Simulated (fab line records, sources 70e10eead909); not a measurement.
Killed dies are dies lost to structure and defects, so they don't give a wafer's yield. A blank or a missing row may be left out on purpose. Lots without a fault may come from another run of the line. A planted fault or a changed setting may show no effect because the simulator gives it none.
Problem report in the 8D (eight disciplines) form, filled by code | flow nand_harc | the parts of the form that need people (team, actions taken, sign-off) are left out

1. THE PROBLEM
raw_defect_count at NHARC_THIN_TSV_INSPECT_40 reads a mean of 1203 on 6 wafers of 2 lots; wafers without a fault read 473 with a standard deviation of 75. That is +9.7 standard deviations from the usual mean.
First seen on wafer L637.1, day 20 22:18, on defect_inspect-02. The record holds 33 wafers of 11 lots with a number at this step. Rule for "out", or "out of limits": more than 4 standard deviations from the usual mean. The other wafers with a number count as sound.

2. WHAT IT IS AND WHAT IT IS NOT
question                    | is                     | is not
which readings at this step | raw_defect_count       | -
which lots                  | L637, L642             | L630, L631, L633, L634, L644, L645, L646, L650, L653
which wafers of those lots  | all that have a number | -
read on which gauges        | defect_inspect-02      | defect_inspect-01
when                        | from day 20 22:18      | up to then (12 sound wafers); but 15 sound wafers of L644, L645, L646, L650, L653 came after

3. SUSPECTS, AND WHAT RULES EACH OUT
Counting: a tool at a process step up to the reading stays a suspect if it ran every lot that is out and no sound lot after the first of them.
- the gauge at NHARC_THIN_TSV_INSPECT_40: ruled out. All the wafers that are out were read on defect_inspect-02, but those of them that NHARC_END_SORT_01 has rows for are out there too, on other tools.
- pvd_sputter-02 at NHARC_THIN_TSV_DEGAS_49 (time 120 s): ruled out as a lasting fault. Sound lots L644, L645, L650 ran on it after its first lot that is out, L637 (day 20 14:32).
- pvd_sputter-01 at NHARC_THIN_TSV_DEGAS_53 (time 60 s): kept. It ran every lot that is out, first L637 (day 20 16:33), and no sound lot after that.
- pvd_sputter-01 at NHARC_THIN_TSV_PVD_24 (deposits Al, target thk 800 nm): kept. It ran every lot that is out, first L637 (day 20 16:50), and no sound lot after that.
Left after counting: pvd_sputter-01 at NHARC_THIN_TSV_DEGAS_53, pvd_sputter-01 at NHARC_THIN_TSV_PVD_24.

4. THE CAUSE (what the simulator had put in)
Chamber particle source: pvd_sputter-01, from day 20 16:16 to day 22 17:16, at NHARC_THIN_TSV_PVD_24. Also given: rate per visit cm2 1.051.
Counting left 2 suspects, and this tool is among them.

5. THE CHAIN OF EFFECTS, in route order
Each row: a reading whose mean over the struck wafers that have a number lies more than 3 standard deviations from the usual. Only readings for which the record gives a usual standard deviation are gone through. hours: the time from each lot's start at the first step in this table that gives one to its start at this step, as a median over the lots. sigmas: the change in usual standard deviations.
hours | step                      | reading              | usual  | on struck wafers | change | sigmas
0     | NHARC_THIN_TSV_INSPECT_40 | raw_defect_count     | 473    | 1203             | +730   | +9.7
3     | NHARC_END_SORT_01         | defect_limited_yield | 95.6 % | 83.5             | -12.1  | -8.6
3     | NHARC_END_SORT_01         | killed_at_other      | 0.8    | 86.0             | +85.2  | +71
3     | NHARC_END_SORT_01         | killed_dies          | 30     | 112              | +82    | +9.0
3     | NHARC_END_SORT_01         | sort_bin_2_pct       | 1.4 %  | 6.8              | +5.4   | +9.2
3     | NHARC_END_SORT_01         | sort_bin_3_pct       | 0.25 % | 3.94             | +3.69  | +17
3     | NHARC_END_SORT_01         | sort_bin_4_pct       | 2.8 %  | 5.8              | +3.0   | +3.2
3     | NHARC_END_SORT_01         | sort_n_pass          | 647    | 565              | -82    | -9.0
3     | NHARC_END_SORT_01         | sort_yield_pct       | 95.6 % | 83.5             | -12.1  | -8.6

6. WHAT WOULD HAVE CAUGHT IT SOONER
In this record the first reading out of limits at a measuring or inspecting step was taken at day 20 22:18, 6 hours after the fault began at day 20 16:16.
Of the lots that are out (2), L642 began NHARC_THIN_TSV_PVD_24 on pvd_sputter-01 after day 20 22:18. A hold on the tool at that time would have spared it.
